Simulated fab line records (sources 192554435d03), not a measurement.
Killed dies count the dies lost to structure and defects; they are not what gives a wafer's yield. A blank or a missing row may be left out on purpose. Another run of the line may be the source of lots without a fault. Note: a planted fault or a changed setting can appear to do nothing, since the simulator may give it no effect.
2 desks looking at one fault + flow n5 finfet + what lay behind the numbers comes last; until then each desk has only its own

THE METROLOGY DESK
What the gauges read, lot by lot, whatever tool the lot ran on: means of the sampled wafers that have a number. The brackets show how far a lot's mean lies from the usual mean; more than 4 standard deviations puts the lot out of limits, marked OUT. Shown here are 7 of its 12 readings, the ones lying furthest out on some lot.
Columns: A = M1_ILD_THK at N5_BEOL_M1_THK_MEAS_01, usual 79.0 nm; B = DIBL_N at N5_BEOL_M4_RC_MEAS_101, usual 36.6 mV/V; C = DIBL_P at N5_BEOL_M4_RC_MEAS_101, usual 36.3 mV/V; D = IOFF_N at N5_BEOL_M4_RC_MEAS_101, usual 0.16 nA/um; E = IOFF_P at N5_BEOL_M4_RC_MEAS_101, usual 0.21 nA/um; F = SS_N at N5_BEOL_M4_RC_MEAS_101, usual 71.8 mV/dec; G = VT_P at N5_BEOL_M4_RC_MEAS_101, usual -250 mV
| lot  | first seen here | A    | B    | C    | D    | E    | F    | G    |
|------|-----------------|------|------|------|------|------|------|------|
| L498 | day 6 05:10     | 79.5 | 37.7 | 37.8 | 0.16 | 0.19 | 71.7 | -256 |
| L503 | day 7 03:41     | 79.2 | 38.6 | 37.8 | 0.21 | 0.27 | 72.1 | -245 |
| L507 | day 8 09:52     | 77.7 | 34.1 | 34.8 | 0.13 | 0.19 | 70.9 | -251 |
| L510 | day 8 19:29     | 77.0 | 37.6 | 37.9 | 0.18 | 0.23 | 72.0 | -246 |
| L511 | day 9 09:20     | 79.7 | 40.8 | 39.9 | 0.23 | 0.26 | 73.0 | -248 |
| L512 | day 9 10:22     | 79.7 | 36.0 | 37.1 | 0.17 | 0.21 | 72.2 | -252 |
| L516 | day 10 09:44    | 77.9 | 35.4 | 36.2 | 0.15 | 0.20 | 71.9 | -252 |
| L518 | day 10 22:20    | 80.4 | 37.1 | 37.3 | 0.17 | 0.22 | 71.7 | -252 |
| L520 | day 11 17:43    | 78.4 | 35.6 | 33.8 | 0.13 | 0.16 | 71.4 | -255 |
| L521 | day 11 23:02    | 79.9 | 36.2 | 35.9 | 0.16 | 0.23 | 71.3 | -246 |
Result from this desk: across the 10 lots, nothing is out of limits.

DESK OF THE TOOL OWNER: ald sin-03
The tool's own readings at N5_BEOL_M1_ALD_98 (deposits SiO2, target thk 2.5 nm, pulse time 1 s, co reactant pulse time 1 s): means of the sampled wafers that have a number, for each lot that ran on this tool. The brackets show how far a lot's mean lies from the usual mean; more than 4 standard deviations puts the lot out of limits, marked OUT.
Columns: A = chamber pressure Torr at N5_BEOL_M1_ALD_98, usual 2.001 Torr; B = heater power w at N5_BEOL_M1_ALD_98, usual 74 W; C = precursor pulse height rel at N5_BEOL_M1_ALD_98, usual 0.998
| lot  | first seen here | A     | B  | C     |
|------|-----------------|-------|----|-------|
| L507 | day 8 13:20     | 1.999 | 73 | 0.997 |
| L510 | day 8 22:17     | 1.989 | 82 | 1.006 |
| L511 | day 9 14:02     | 2.004 | 74 | 1.021 |
| L512 | day 9 14:32     | 2.005 | 75 | 1.022 |
| L518 | day 11 00:22    | 2.002 | 69 | 0.984 |
Result from this desk: across the 5 lots, nothing is out of limits.

ALL TOGETHER
Nothing out of limits was seen by the metrology desk.
The tool owner's desk saw nothing out of limits.

WHAT THE SIMULATOR PUT IN
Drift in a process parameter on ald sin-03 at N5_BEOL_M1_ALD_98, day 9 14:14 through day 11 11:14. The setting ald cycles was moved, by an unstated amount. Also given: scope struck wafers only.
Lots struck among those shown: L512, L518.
